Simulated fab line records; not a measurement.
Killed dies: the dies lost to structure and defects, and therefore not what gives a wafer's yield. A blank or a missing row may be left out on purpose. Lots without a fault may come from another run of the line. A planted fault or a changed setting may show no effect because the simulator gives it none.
What tool caused it? :: flow n5-finfet :: Sampling: 10 lots, 30 wafers, 5 of 1938 route steps

WHAT EACH GAUGE READ, for each wafer
N5_ZERO_LAYER_INSPECT_20: inspects for defects (darkfield). Usual: raw-defect-count at 33, with a standard deviation of 17.
lot: L905
measured: day 1 19:23
on: defect-inspect-01
raw-defect-count: 23 25 33
flag: 

lot: L906
measured: day 2 01:23
on: defect-inspect-01
raw-defect-count: 12 35 6
flag: 

lot: L910
measured: day 3 01:23
on: defect-inspect-02
raw-defect-count: 39 34 36
flag: 

lot: L917
measured: day 4 19:24
on: defect-inspect-01
raw-defect-count: 51 30 14
flag: 

lot: L918
measured: day 5 01:20
on: defect-inspect-02
raw-defect-count: 49 51 78
flag: 

lot: L919
measured: day 5 07:43
on: defect-inspect-02
raw-defect-count: 33 21 42
flag: 

lot: L922
measured: day 6 01:20
on: defect-inspect-02
raw-defect-count: 39 26 49
flag: 

lot: L924
measured: day 6 13:38
on: defect-inspect-01
raw-defect-count: 25 49 17
flag: 

lot: L925
measured: day 6 19:26
on: defect-inspect-01
raw-defect-count: 48 37 60
flag: 

lot: L927
measured: day 7 07:26
on: defect-inspect-01
raw-defect-count: 39 39 71
flag: 

N5_BEOL_M4_RC_MEAS_101. Usual: DIBL_N 36.4 mV/V, standard deviation 1.7; DIBL_P 36.4 mV/V, standard deviation 2.1; IOFF_N 0.16 nA/um, standard deviation 0.035; IOFF_P 0.21 nA/um, standard deviation 0.035; ION_N 680 uA/um, standard deviation 11; ION_P 465 uA/um, standard deviation 6.8; RS_PWELL 3011 ohm/sq, standard deviation 25; SS_N 71.5 mV/dec, standard deviation 0.58; SS_P 73.2 mV/dec, standard deviation 0.72; VT_N 249 mV, standard deviation 3.6; VT_P -250 mV, standard deviation 3.1.
lot: L905
measured: day 8 08:55
on: prober-02
DIBL_N (mV/V): 34.6 34.0 37.1
DIBL_P (mV/V): 34.5 33.7 37.9
IOFF_N (nA/um): 0.14 0.13 0.18
IOFF_P (nA/um): 0.19 0.17 0.23
ION_N (uA/um): 669 667 689
ION_P (uA/um): 462 460 467
RS_PWELL (ohm/sq): 3015 2996 3015
SS_N (mV/dec): 71.7 71.6 71.5
SS_P (mV/dec): 72.8 72.1 73.1
VT_N (mV): 252 253 246
VT_P (mV): -248 -253 -247
flag: 

lot: L906
measured: day 8 13:37
on: prober-01
DIBL_N (mV/V): 36.0 35.2 37.9
DIBL_P (mV/V): 37.7 36.5 39.5
IOFF_N (nA/um): 0.17 0.16 0.22
IOFF_P (nA/um): 0.24 0.22 0.28
ION_N (uA/um): 685 686 693
ION_P (uA/um): 469 471 476
RS_PWELL (ohm/sq): 3039 3041 3019
SS_N (mV/dec): 71.2 71.3 72.1
SS_P (mV/dec): 73.6 73.5 74.4
VT_N (mV): 248 249 247
VT_P (mV): -250 -250 -246
flag: 

lot: L910
measured: day 9 22:27
on: prober-01
DIBL_N (mV/V): 36.3 34.1 36.1
DIBL_P (mV/V): 35.4 33.1 35.0
IOFF_N (nA/um): 0.15 0.13 0.15
IOFF_P (nA/um): 0.22 0.19 0.22
ION_N (uA/um): 689 670 683
ION_P (uA/um): 472 466 474
RS_PWELL (ohm/sq): 3007 3023 3043
SS_N (mV/dec): 71.8 71.3 71.7
SS_P (mV/dec): 73.4 72.8 73.1
VT_N (mV): 252 252 252
VT_P (mV): -248 -246 -246
flag: 

lot: L917
measured: day 11 12:10
on: prober-02
DIBL_N (mV/V): 38.0 34.5 38.1
DIBL_P (mV/V): 36.6 33.9 37.7
IOFF_N (nA/um): 0.20 0.13 0.21
IOFF_P (nA/um): 0.25 0.21 0.28
ION_N (uA/um): 696 676 695
ION_P (uA/um): 473 473 474
RS_PWELL (ohm/sq): 22293 22385 22469
SS_N (mV/dec): 72.5 70.5 72.4
SS_P (mV/dec): 73.9 72.5 74.1
VT_N (mV): 243 250 244
VT_P (mV): -244 -250 -244
flag: OFF

lot: L918
measured: day 11 16:40
on: prober-01
DIBL_N (mV/V): 34.4 36.8 37.4
DIBL_P (mV/V): 34.9 37.8 38.2
IOFF_N (nA/um): 0.12 0.16 0.16
IOFF_P (nA/um): 0.16 0.20 0.20
ION_N (uA/um): 665 669 683
ION_P (uA/um): 453 456 465
RS_PWELL (ohm/sq): 22365 22307 22397
SS_N (mV/dec): 70.0 71.2 71.3
SS_P (mV/dec): 72.7 73.4 73.6
VT_N (mV): 255 254 253
VT_P (mV): -258 -252 -254
flag: OFF

lot: L919
measured: day 11 20:44
on: prober-02
DIBL_N (mV/V): 34.4 32.1 35.1
DIBL_P (mV/V): 33.7 33.2 36.9
IOFF_N (nA/um): 0.13 0.12 0.15
IOFF_P (nA/um): 0.17 0.17 0.20
ION_N (uA/um): 657 670 663
ION_P (uA/um): 460 466 458
RS_PWELL (ohm/sq): 22558 22517 22252
SS_N (mV/dec): 71.7 70.7 71.1
SS_P (mV/dec): 72.2 72.4 73.0
VT_N (mV): 254 252 249
VT_P (mV): -251 -253 -249
flag: OFF

lot: L922
measured: day 12 14:55
on: prober-02
DIBL_N (mV/V): 34.0 37.2 35.8
DIBL_P (mV/V): 33.9 36.5 35.5
IOFF_N (nA/um): 0.12 0.16 0.14
IOFF_P (nA/um): 0.15 0.19 0.18
ION_N (uA/um): 664 674 676
ION_P (uA/um): 457 458 464
RS_PWELL (ohm/sq): 3015 3025 3007
SS_N (mV/dec): 71.4 71.8 70.8
SS_P (mV/dec): 72.0 72.7 72.2
VT_N (mV): 256 250 252
VT_P (mV): -253 -252 -255
flag: 

lot: L924
measured: day 13 14:23
on: prober-01
DIBL_N (mV/V): 36.7 35.4 35.4
DIBL_P (mV/V): 38.0 35.9 36.5
IOFF_N (nA/um): 0.19 0.17 0.18
IOFF_P (nA/um): 0.23 0.19 0.19
ION_N (uA/um): 681 684 690
ION_P (uA/um): 460 460 466
RS_PWELL (ohm/sq): 3027 3034 3020
SS_N (mV/dec): 71.7 71.5 71.6
SS_P (mV/dec): 73.4 73.1 73.5
VT_N (mV): 245 246 248
VT_P (mV): -249 -253 -254
flag: 

lot: L925
measured: day 13 05:23
on: prober-02
DIBL_N (mV/V): 39.5 37.7 41.5
DIBL_P (mV/V): 40.4 37.7 42.8
IOFF_N (nA/um): 0.24 0.19 0.31
IOFF_P (nA/um): 0.28 0.23 0.32
ION_N (uA/um): 686 702 717
ION_P (uA/um): 463 471 480
RS_PWELL (ohm/sq): 3027 3017 3035
SS_N (mV/dec): 73.2 71.0 72.9
SS_P (mV/dec): 74.5 73.2 75.0
VT_N (mV): 243 243 239
VT_P (mV): -247 -249 -245
flag: 

lot: L927
measured: day 13 21:46
on: prober-01
DIBL_N (mV/V): 36.0 34.6 38.6
DIBL_P (mV/V): 36.2 33.8 39.1
IOFF_N (nA/um): 0.16 0.12 0.21
IOFF_P (nA/um): 0.23 0.19 0.28
ION_N (uA/um): 678 665 692
ION_P (uA/um): 470 464 469
RS_PWELL (ohm/sq): 2971 3029 3029
SS_N (mV/dec): 71.7 71.1 72.3
SS_P (mV/dec): 72.8 72.1 74.4
VT_N (mV): 248 252 247
VT_P (mV): -249 -251 -247
flag: 

WHICH TOOL RAN EACH LOT (tool, then ch and the chambers of the sampled wafers, then the start)
lot: L905
N5_ZERO_LAYER_STRIP_24: plasma-asher-01 ch 0, day 1 19:01
N5_WELL_APT_IMPLANT_31: implanter-01 ch 0, day 1 21:12
N5_PMOS_HMC_CHANNEL_EPI_HM_DEP_34: pecvd-01 ch 0,1, day 1 22:49

lot: L906
N5_ZERO_LAYER_STRIP_24: plasma-asher-01 ch 0,1, day 2 01:01
N5_WELL_APT_IMPLANT_31: implanter-02 ch 0, day 2 03:01
N5_PMOS_HMC_CHANNEL_EPI_HM_DEP_34: pecvd-01 ch 1,2, day 2 05:20

lot: L910
N5_ZERO_LAYER_STRIP_24: plasma-asher-01 ch 0,1, day 3 01:01
N5_WELL_APT_IMPLANT_31: implanter-02 ch 0, day 3 03:05
N5_PMOS_HMC_CHANNEL_EPI_HM_DEP_34: pecvd-01 ch 0,2, day 3 04:58

lot: L917
N5_ZERO_LAYER_STRIP_24: plasma-asher-02 ch 0,1, day 4 19:02
N5_WELL_APT_IMPLANT_31: implanter-01, day 4 22:01
N5_PMOS_HMC_CHANNEL_EPI_HM_DEP_34: pecvd-04 ch 0,2, day 4 23:34

lot: L918
N5_ZERO_LAYER_STRIP_24: plasma-asher-01 ch 0,1, day 5 00:59
N5_WELL_APT_IMPLANT_31: implanter-02, day 5 03:01
N5_PMOS_HMC_CHANNEL_EPI_HM_DEP_34: pecvd-01 ch 0,1,2, day 5 04:32

lot: L919
N5_ZERO_LAYER_STRIP_24: plasma-asher-01 ch 0,1, day 5 07:22
N5_WELL_APT_IMPLANT_31: implanter-01, day 5 09:36
N5_PMOS_HMC_CHANNEL_EPI_HM_DEP_34: pecvd-03 ch 0,1,2, day 5 11:23

lot: L922
N5_ZERO_LAYER_STRIP_24: plasma-asher-02 ch 0,1, day 6 00:59
N5_WELL_APT_IMPLANT_31: implanter-01 ch 0, day 6 02:57
N5_PMOS_HMC_CHANNEL_EPI_HM_DEP_34: pecvd-04 ch 1,2, day 6 04:31

lot: L924
N5_ZERO_LAYER_STRIP_24: plasma-asher-01 ch 0,1, day 6 13:17
N5_WELL_APT_IMPLANT_31: implanter-02 ch 0, day 6 15:42
N5_PMOS_HMC_CHANNEL_EPI_HM_DEP_34: pecvd-04 ch 0,1,2, day 6 17:17

lot: L925
N5_ZERO_LAYER_STRIP_24: plasma-asher-02 ch 0,1, day 6 19:05
N5_WELL_APT_IMPLANT_31: implanter-02 ch 0, day 6 21:20
N5_PMOS_HMC_CHANNEL_EPI_HM_DEP_34: pecvd-04 ch 0,1, day 6 23:05

lot: L927
N5_ZERO_LAYER_STRIP_24: plasma-asher-02 ch 0,1, day 7 07:05
N5_WELL_APT_IMPLANT_31: implanter-02 ch 0, day 7 09:07
N5_PMOS_HMC_CHANNEL_EPI_HM_DEP_34: pecvd-01 ch 0,2, day 7 10:39
- N5_ZERO_LAYER_STRIP_24: strips in O2.
- N5_WELL_APT_IMPLANT_31
- N5_PMOS_HMC_CHANNEL_EPI_HM_DEP_34: deposits SiO2 from TEOS/O2, target thk 36 nm, time 6.9 s.

WHAT THE TOOLS THEMSELVES READ (means of the sampled wafers that have a number; where no wafer has one, the mark that the record gives instead)
N5_ZERO_LAYER_STRIP_24. Usual: drypump-motor-current-A 5.8 A, standard deviation 0.52; heater-power-w 358 W, standard deviation 44; oes-product-au 0.647 a.u., standard deviation 0.0046; strip-time-to-endpoint-s 43.87 s, standard deviation 0.087.
lot: L905
tool: plasma-asher-01
drypump-motor-current-A (A): 6.3
heater-power-w (W): 424
oes-product-au (a.u.): 0.644
strip-time-to-endpoint-s (s): 43.93
flag: 

lot: L906
tool: plasma-asher-01
drypump-motor-current-A (A): 6.1
heater-power-w (W): 360
oes-product-au (a.u.): 0.647
strip-time-to-endpoint-s (s): 44.01
flag: 

lot: L910
tool: plasma-asher-01
drypump-motor-current-A (A): 6.2
heater-power-w (W): 394
oes-product-au (a.u.): 0.645
strip-time-to-endpoint-s (s): 43.75
flag: 

lot: L917
tool: plasma-asher-02
drypump-motor-current-A (A): 5.1
heater-power-w (W): 331
oes-product-au (a.u.): 0.647
strip-time-to-endpoint-s (s): 43.98
flag: 

lot: L918
tool: plasma-asher-01
drypump-motor-current-A (A): 6.1
heater-power-w (W): 357
oes-product-au (a.u.): 0.644
strip-time-to-endpoint-s (s): 43.88
flag: 

lot: L919
tool: plasma-asher-01
drypump-motor-current-A (A): 6.2
heater-power-w (W): 385
oes-product-au (a.u.): 0.646
strip-time-to-endpoint-s (s): 43.84
flag: 

lot: L922
tool: plasma-asher-02
drypump-motor-current-A (A): 5.1
heater-power-w (W): 331
oes-product-au (a.u.): 0.648
strip-time-to-endpoint-s (s): 43.73
flag: 

lot: L924
tool: plasma-asher-01
drypump-motor-current-A (A): 6.1
heater-power-w (W): 358
oes-product-au (a.u.): 0.648
strip-time-to-endpoint-s (s): 43.84
flag: 

lot: L925
tool: plasma-asher-02
drypump-motor-current-A (A): 5.3
heater-power-w (W): 334
oes-product-au (a.u.): 0.648
strip-time-to-endpoint-s (s): 44.00
flag: 

lot: L927
tool: plasma-asher-02
drypump-motor-current-A (A): 5.1
heater-power-w (W): 333
oes-product-au (a.u.): 0.649
strip-time-to-endpoint-s (s): 43.85
flag: 

N5_WELL_APT_IMPLANT_31. Usual: beam-energy-keV 59.999, standard deviation 0.02; beam-on-s 9.99 s, standard deviation 0.2; dose-ions-cm2 1.4995e+13, standard deviation 1.5e+10; tilt-deg -0.001 degrees, standard deviation 0.021.
lot: L905
tool: implanter-01
beam-energy-keV: 60.014
beam-on-s (s): 9.93
dose-ions-cm2: 1.5011e+13
tilt-deg (degrees): -0.010
flag: 

lot: L906
tool: implanter-02
beam-energy-keV: 59.987
beam-on-s (s): 10.12
dose-ions-cm2: 1.4993e+13
tilt-deg (degrees): -0.010
flag: 

lot: L910
tool: implanter-02
beam-energy-keV: 59.977
beam-on-s (s): 9.99
dose-ions-cm2: 1.4994e+13
tilt-deg (degrees): -0.034
flag: 

lot: L917
tool: implanter-01
beam-energy-keV: -
beam-on-s (s): -
dose-ions-cm2: -
tilt-deg (degrees): -
flag: OFF

lot: L918
tool: implanter-02
beam-energy-keV: -
beam-on-s (s): -
dose-ions-cm2: -
tilt-deg (degrees): -
flag: OFF

lot: L919
tool: implanter-01
beam-energy-keV: -
beam-on-s (s): -
dose-ions-cm2: -
tilt-deg (degrees): -
flag: OFF

lot: L922
tool: implanter-01
beam-energy-keV: 59.961
beam-on-s (s): 9.93
dose-ions-cm2: 1.4983e+13
tilt-deg (degrees): 0.010
flag: 

lot: L924
tool: implanter-02
beam-energy-keV: 60.022
beam-on-s (s): 9.95
dose-ions-cm2: 1.4972e+13
tilt-deg (degrees): 0.005
flag: 

lot: L925
tool: implanter-02
beam-energy-keV: 59.983
beam-on-s (s): 10.04
dose-ions-cm2: 1.4998e+13
tilt-deg (degrees): 0.004
flag: 

lot: L927
tool: implanter-02
beam-energy-keV: 60.009
beam-on-s (s): 9.97
dose-ions-cm2: 1.4997e+13
tilt-deg (degrees): 0.022
flag: 

N5_PMOS_HMC_CHANNEL_EPI_HM_DEP_34. Usual: heater-power-w 579 W, standard deviation 100; showerhead-plenum-p-Torr 8.34 Torr, standard deviation 0.034; throttle-valve-pct 18.3 %, standard deviation 0.55.
lot: L905
tool: pecvd-01
heater-power-w (W): 638
showerhead-plenum-p-Torr (Torr): 8.36
throttle-valve-pct (%): 18.6
flag: 

lot: L906
tool: pecvd-01
heater-power-w (W): 590
showerhead-plenum-p-Torr (Torr): 8.36
throttle-valve-pct (%): 18.1
flag: 

lot: L910
tool: pecvd-01
heater-power-w (W): 440
showerhead-plenum-p-Torr (Torr): 8.34
throttle-valve-pct (%): 18.6
flag: 

lot: L917
tool: pecvd-04
heater-power-w (W): 716
showerhead-plenum-p-Torr (Torr): 8.35
throttle-valve-pct (%): 18.3
flag: 

lot: L918
tool: pecvd-01
heater-power-w (W): 521
showerhead-plenum-p-Torr (Torr): 8.34
throttle-valve-pct (%): 18.3
flag: 

lot: L919
tool: pecvd-03
heater-power-w (W): 524
showerhead-plenum-p-Torr (Torr): 8.34
throttle-valve-pct (%): 18.3
flag: 

lot: L922
tool: pecvd-04
heater-power-w (W): 527
showerhead-plenum-p-Torr (Torr): 8.33
throttle-valve-pct (%): 18.0
flag: 

lot: L924
tool: pecvd-04
heater-power-w (W): 652
showerhead-plenum-p-Torr (Torr): 8.35
throttle-valve-pct (%): 18.1
flag: 

lot: L925
tool: pecvd-04
heater-power-w (W): 591
showerhead-plenum-p-Torr (Torr): 8.36
throttle-valve-pct (%): 17.8
flag: 

lot: L927
tool: pecvd-01
heater-power-w (W): 507
showerhead-plenum-p-Torr (Torr): 8.33
throttle-valve-pct (%): 18.8
flag: 

THE ANSWER, worked out from the rows above alone
Rule: lot off if the mean of its wafers having a number is beyond 3 standard deviations from the usual mean. Also off: a lot with no number at a reading for which 4 or more lots have one. Where the step has rows for the other lots, those lots are counted as sound. The gauges are gone through in route order, then the tools' own readings, and for those a lot's mean is taken as printed above. The first step at which some lot is off is used, and at that step the reading that is off furthest; a lot without a number counts as furthest.
Off: L917, L918, L919, seen at N5_BEOL_M4_RC_MEAS_101 (RS_PWELL).
A tool fits if, at a process step before that reading, it ran every lot that is off, and no sound lot after the first of them. Not tried: the gauges at N5_BEOL_M4_RC_MEAS_101; whatever is off there is also off at N5_WELL_APT_IMPLANT_31, on other tools, and gauge error can't account for it. None of those tried fits.

WHAT HAD BEEN PUT IN BY THE SIMULATOR
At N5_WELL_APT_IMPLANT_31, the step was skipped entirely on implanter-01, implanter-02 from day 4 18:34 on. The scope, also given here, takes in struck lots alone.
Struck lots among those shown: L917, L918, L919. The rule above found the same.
